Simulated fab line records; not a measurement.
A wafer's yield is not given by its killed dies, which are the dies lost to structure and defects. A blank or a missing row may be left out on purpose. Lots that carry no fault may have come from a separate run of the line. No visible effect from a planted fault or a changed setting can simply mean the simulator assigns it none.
fab line records	flow n5-finfet	part 2 of 2: steps 22 to 32 of 32
record lots=5	wafers=15	last-day=16
route steps=1938 shown WELL_APT@52 PMOS_HMC_CHANNEL_EPI@57
lots untouched by any fault: they come from a run of this same line in which no faults occurred
start-h: start of the lot's first displayed wafer, in hours after the record's first day	wait-h: hours from the lot's prior step to this one	" unchanged from the row above	L1.1+2: a row that stands for several wafers	- no value, or no start given	* or withheld: withheld	< > ~ a bound
route shown NAME@n: NAME is a module with steps in the file, n the number in the route of the first one	usual: mean and standard deviation over wafers with no fault	same: alike in all rows	chamber/n: place in a boat	sites: each site's reading	_std_site: the values' standard deviation	_edge_site: inner sites' mean taken away from outer sites' mean	radius-mm: how far each site lies from the wafer's centre	mask NAME#n: copy n	behind: the tool/chamber that last shaped the wafer	hold: why the lot went on hold/how many hours it stayed there/how the hold came to an end	device: the n, p or np transistor that did not switch	end of line: at the end of the route, the tests of the same wafers	a step with no rows: only its recipe	killed: dies that structure and defects cost at the first sort, which is not the same as the wafer's yield	map: a wafer's dies, marking killed ones x, the rest . and places with no die _
set.NAME: the run value of the setting; set.NAME@STEP: its run value at that earlier step	model.NAME: the simulator's own value behind a step, which no gauge read
lots at some steps of the route; a table a step, a row a wafer
services: from which hour (start-h, from the record's first day; less than 0 if before it) a tool's chamber was out of use, for how many hours, and why
## steps
# step N5_PMOS_HMC_CHANNEL_EPI_ETCH_38
# recipe chemistry=CF4	target=SiO2	target-depth-a=15	ion-energy-ev=350	pressure-mtorr=10	icp-w=800	bias-w=400	cf4-flow-sccm=80
# usual drypump-motor-current-A=5.7/0.53	oes-product-au=0.997/0.025	throttle-valve-pct=21.8/0.31
lot.wafer	tool	chamber	start-h	wait-h	drypump-motor-current-A	oes-product-au	rf-hours-counter-h	throttle-valve-pct
L076.3	rie-si-03	3	31.62	0.0	5.0	0.985	54	21.3
L076.5	"	2	"	"	6.5	1.003	-	21.4
L076.6	"	1	"	"	5.6	0.958	-	21.7
L077.3	rie-si-04	2	37.66	0.0	5.9	0.999	2	21.8
L077.4	"	3	"	"	4.9	1.010	4	22.1
L077.6	"	0	"	"	6.4	1.024	-	21.7
L080.3	rie-si-06	2	54.80	0.0	6.0	1.000	73	22.1
L080.5	"	2	"	"	6.0	1.016	-	22.1
L080.6	"	1	"	"	5.9	0.989	-	21.6
L084.1	rie-si-06	3	77.78	0.0	5.3	0.996	64	22.1
L084.3	"	2	"	"	6.0	1.022	73	22.1
L084.6	"	0	"	"	4.8	0.962	-	22.1
L094.1	rie-si-06	1	137.72	0.0	5.9	0.990	122	21.6
L094.3	"	2	"	"	6.0	0.992	74	22.1
L094.5	"	1	"	"	5.9	0.989	-	21.6
# step N5_PMOS_HMC_CHANNEL_EPI_FIN_RECESS_16
# recipe chemistry=HBr/Cl2	target=Si	mask-material=SiO2	target-depth-a=540	time-s=18	pressure-mtorr=10	icp-w=800	bias-w=75	HBr_flow_sccm=150	Cl2_flow_sccm=80
# usual drypump-motor-current-A=5.7/0.53	oes-product-au=0.996/0.02	throttle-valve-pct=35.6/0.55
lot.wafer	tool	chamber	start-h	wait-h	drypump-motor-current-A	oes-product-au	rf-hours-counter-h	throttle-valve-pct
L076.3	rie-si-03	3	31.64	0.0	5.0	0.993	54	35.0
L076.5	"	2	"	"	6.5	0.988	-	34.8
L076.6	"	1	"	"	5.6	0.948	-	35.8
L077.3	rie-si-04	2	37.68	0.0	5.9	1.010	2	35.6
L077.4	"	3	"	"	4.9	1.008	4	35.9
L077.6	"	0	"	"	6.4	1.014	-	34.9
L080.3	rie-si-06	2	54.82	0.0	6.0	1.006	73	36.2
L080.5	"	2	"	"	6.0	1.004	-	36.2
L080.6	"	1	"	"	5.9	1.002	-	35.3
L084.1	rie-si-06	3	77.80	0.0	5.3	0.982	64	36.2
L084.3	"	2	"	"	6.0	0.999	73	36.2
L084.6	"	0	"	"	4.8	0.962	-	36.4
L094.1	rie-si-06	1	137.74	0.0	5.9	1.005	122	35.3
L094.3	"	2	"	"	6.1	0.997	74	36.2
L094.5	"	1	"	"	5.9	1.005	-	35.3
# step N5_PMOS_HMC_CHANNEL_EPI_PRECLEAN_36
# recipe chemistry=O3/DIW	time-s=45	temp-c=22	o3-ppm=10
# usual bath-heat-duty-pct=2.4/0.42
lot.wafer	tool	chamber	start-h	wait-h	bath-heat-duty-pct
L076.3	wet-bench-06	5	31.74	0.1	2.2
L076.5	"	1	"	"	1.7
L076.6	"	6	"	"	2.3
L077.3	wet-bench-05	3	37.78	0.1	2.8
L077.4	"	4	"	"	1.7
L077.6	"	2	"	"	2.6
L080.3	wet-bench-06	0	54.92	0.1	1.9
L080.5	"	4	"	"	2.4
L080.6	"	1	"	"	1.9
L084.1	wet-bench-01	0	77.90	0.1	2.4
L084.3	"	7	"	"	1.7
L084.6	"	2	"	"	2.6
L094.1	wet-bench-05	7	137.84	0.1	1.5
L094.3	"	1	"	"	3.1
L094.5	"	2	"	"	2.7
# step N5_PMOS_HMC_CHANNEL_EPI_PRECLEAN_18
# recipe chemistry=DHF	time-s=30	temp-c=25	dilution=withheld
lot.wafer	tool	chamber	start-h	wait-h
L076.3+5+6	wet-bench-06	5,1,6	31.76	0.0
L077.3+4+6	wet-bench-05	3,4,2	37.80	0.0
L080.3+5+6	wet-bench-06	0,4,1	54.95	0.0
L084.1+3+6	wet-bench-01	0,7,2	77.92	0.0
L094.1+3+5	wet-bench-05	7,1,2	137.85	0.0
# step N5_PMOS_HMC_CHANNEL_EPI_SRD_19
# recipe dry=ipa-marangoni	do-ppb=5	time-s=30	temp-c=23	rinse-liquid=diw
# usual bath-heat-duty-pct=3.6/0.53
lot.wafer	tool	chamber	start-h	wait-h	bath-heat-duty-pct
L076.3	wet-bench-06	5	31.77	0.0	3.8
L076.5	"	1	"	"	4.0
L076.6	"	6	"	"	3.3
L077.3	wet-bench-05	3	37.80	0.0	3.4
L077.4	"	4	"	"	2.8
L077.6	"	2	"	"	4.5
L080.3	wet-bench-06	0	54.97	0.0	3.8
L080.5	"	4	"	"	2.9
L080.6	"	1	"	"	3.6
L084.1	wet-bench-01	0	77.92	0.0	3.9
L084.3	"	7	"	"	3.5
L084.6	"	2	"	"	4.1
L094.1	wet-bench-05	7	137.86	0.0	3.5
L094.3	"	1	"	"	2.9
L094.5	"	2	"	"	3.4
# step N5_PMOS_HMC_CHANNEL_EPI_EPI_20
# recipe material=SiGe30	mask-material=SiO2	pressure-torr=20	target-thk-a=590	temp-c=600
# usual susceptor_temp_C_max=601.0/0.42
lot.wafer	tool	chamber	start-h	wait-h	susceptor_temp_C_max
L076.3	epi-rpcvd-02	0	32.22	0.4	600.8
L076.5	"	0	"	"	601.0
L076.6	"	0	"	"	600.5
L077.3	epi-rpcvd-03	0	38.39	0.6	600.5
L077.4	"	0	"	"	600.8
L077.6	"	0	"	"	601.0
L080.3	epi-rpcvd-01	0	55.75	0.7	601.6
L080.5	"	0	"	"	601.2
L080.6	"	0	"	"	601.4
L084.1	epi-rpcvd-02	0	77.97	0.0	600.8
L084.3	"	0	"	"	600.8
L084.6	"	0	"	"	601.1
L094.1	epi-rpcvd-02	0	137.91	0.0	600.7
L094.3	"	0	"	"	600.6
L094.5	"	0	"	"	600.7
# step N5_PMOS_HMC_CHANNEL_EPI_HM_STRIP_35
# recipe chemistry=dHF	temp-c=25	material=SiO2	target=SiO2	target-depth-a=396	time-s=216
# usual bath-heat-duty-pct=6.3/0.69
lot.wafer	tool	chamber	start-h	wait-h	bath-heat-duty-pct
L076.3	wet-bench-06	4	33.05	0.6	6.2
L076.5	"	3	"	"	6.1
L076.6	"	0	"	"	5.5
L077.3	wet-bench-01	2	39.49	0.8	6.6
L077.4	"	1	"	"	6.4
L077.6	"	6	"	"	6.4
L080.3	wet-bench-01	1	57.20	1.1	6.3
L080.5	"	6	"	"	6.3
L080.6	"	0	"	"	7.2
L084.1	wet-bench-01	5	79.21	1.0	6.4
L084.3	"	4	"	"	6.2
L084.6	"	3	"	"	8.0
L094.1	wet-bench-01	5	139.54	1.4	6.9
L094.3	"	3	"	"	7.9
L094.5	"	4	"	"	6.5
# step N5_PMOS_HMC_CHANNEL_EPI_SRD_39
# recipe dry=ipa-marangoni	time-s=30	temp-c=23	rinse-liquid=diw
# usual bath-heat-duty-pct=3.7/0.54
lot.wafer	tool	chamber	start-h	wait-h	bath-heat-duty-pct
L076.3	wet-bench-06	4	33.11	0.0	3.9
L076.5	"	3	"	"	3.5
L076.6	"	0	"	"	4.1
L077.3	wet-bench-01	2	39.55	0.0	4.3
L077.4	"	1	"	"	3.5
L077.6	"	6	"	"	3.9
L080.3	wet-bench-01	1	57.26	0.0	2.9
L080.5	"	6	"	"	3.6
L080.6	"	0	"	"	4.0
L084.1	wet-bench-01	5	79.27	0.0	3.5
L084.3	"	4	"	"	3.3
L084.6	"	3	"	"	5.2
L094.1	wet-bench-01	5	139.60	0.0	3.9
L094.3	"	3	"	"	4.2
L094.5	"	4	"	"	3.6
# step N5_PMOS_HMC_CHANNEL_EPI_CMP_21
# recipe material=SiGe30	post-cmp-clean=alkaline-brush	target-thk-nm=54
# usual motor-current-A=12.7/1.7
lot.wafer	tool	chamber	start-h	wait-h	motor-current-A
L076.3	cmp-01	0	33.23	0.1	13.8
L076.6	"	2	"	"	13.6
L076.5	"	3	"	"	10.7
L077.3	cmp-01	2	39.93	0.4	13.9
L077.4	"	3	"	"	10.5
L077.6	"	0	"	"	13.8
L080.3	cmp-01	2	57.34	0.1	12.7
L080.6	"	1	"	"	10.6
L080.5	"	2	"	"	13.2
L084.3	cmp-03	3	79.31	0.0	11.5
L084.1	"	0	"	"	11.2
L084.6	"	3	"	"	10.5
L094.3	cmp-02	0	139.68	0.1	13.6
L094.1	"	1	"	"	14.9
L094.5	"	3	"	"	14.0
# step N5_PMOS_HMC_CHANNEL_EPI_THK_MEAS_22
# recipe reads=SiGe30_of_PMOS_HMC_CHANNEL_EPI_EPI_20
# usual HMC_CMP_THK=54.0/1.2
lot.wafer	tool	chamber	start-h	wait-h	HMC_CMP_THK[nm]
L076.3	film-metro-02	-	33.45	-	52.4
L076.5	"	-	"	"	55.4
L076.6	"	-	"	"	51.4
L077.3	film-metro-01	-	40.15	-	54.4
L077.4	"	-	"	"	54.8
L077.6	"	-	"	"	55.7
L080.3	film-metro-01	-	57.60	-	54.4
L080.5	"	-	"	"	54.2
L080.6	"	-	"	"	54.2
L084.1	film-metro-02	-	79.60	-	54.1
L084.3	"	-	"	"	53.8
L084.6	"	-	"	"	51.0
L094.1	film-metro-02	-	139.94	-	54.0
L094.3	"	-	"	"	53.9
L094.5	"	-	"	"	54.3
# step N5_PMOS_HMC_CHANNEL_EPI_PRECLEAN_40
# recipe chemistry=DHF	time-s=30	temp-c=25	dilution=withheld
lot.wafer	tool	chamber	start-h	wait-h
L076.3+5+6	wet-bench-05	5,1,4	33.47	0.0
L077.3+4+6	wet-bench-05	6,3,1	40.18	0.0
L080.3+5+6	wet-bench-06	5,4,2	57.62	0.0
L084.1+3+6	wet-bench-01	0,6,1	79.63	0.0
L094.1+3+5	wet-bench-06	0,3,5	139.96	0.0
## services
tool	chamber	start-h	hours	kind
rie-diel-06	-	9.88	15.6	pm
arfi-scanner-02	-	12.37	0.2	repair
arfi-scanner-01	-	15.14	0.8	pm
arfi-scanner-01	-	18.15	3.1	pm
rie-diel-05	-	24.05	28.1	pm
cmp-01	-	26.89	1.8	repair
rie-diel-02	3	33.27	5.6	repair
rie-diel-02	1	40.12	7.8	repair
arfi-scanner-02	-	41.42	1.3	pm
rie-diel-02	-	44.13	2.8	pm
rie-si-03	2	48.12	6.6	repair
arfi-scanner-01	-	50.22	2.2	repair
cmp-01	-	50.37	0.7	repair
wet-bench-04	-	64.24	4.4	pm
cmp-01	-	70.69	3.3	pm
rie-diel-05	0	73.14	6.9	repair
arfi-scanner-01	-	75.80	0.9	repair
cmp-01	-	77.15	3.3	repair
rie-diel-02	2	79.85	2.1	repair
arfi-scanner-02	-	80.38	4.9	pm
rie-si-03	1	96.87	2.1	repair
epi-rpcvd-02	-	111.24	2.8	pm
wet-bench-06	-	131.72	1.5	repair
rie-diel-02	3	135.96	8.7	repair
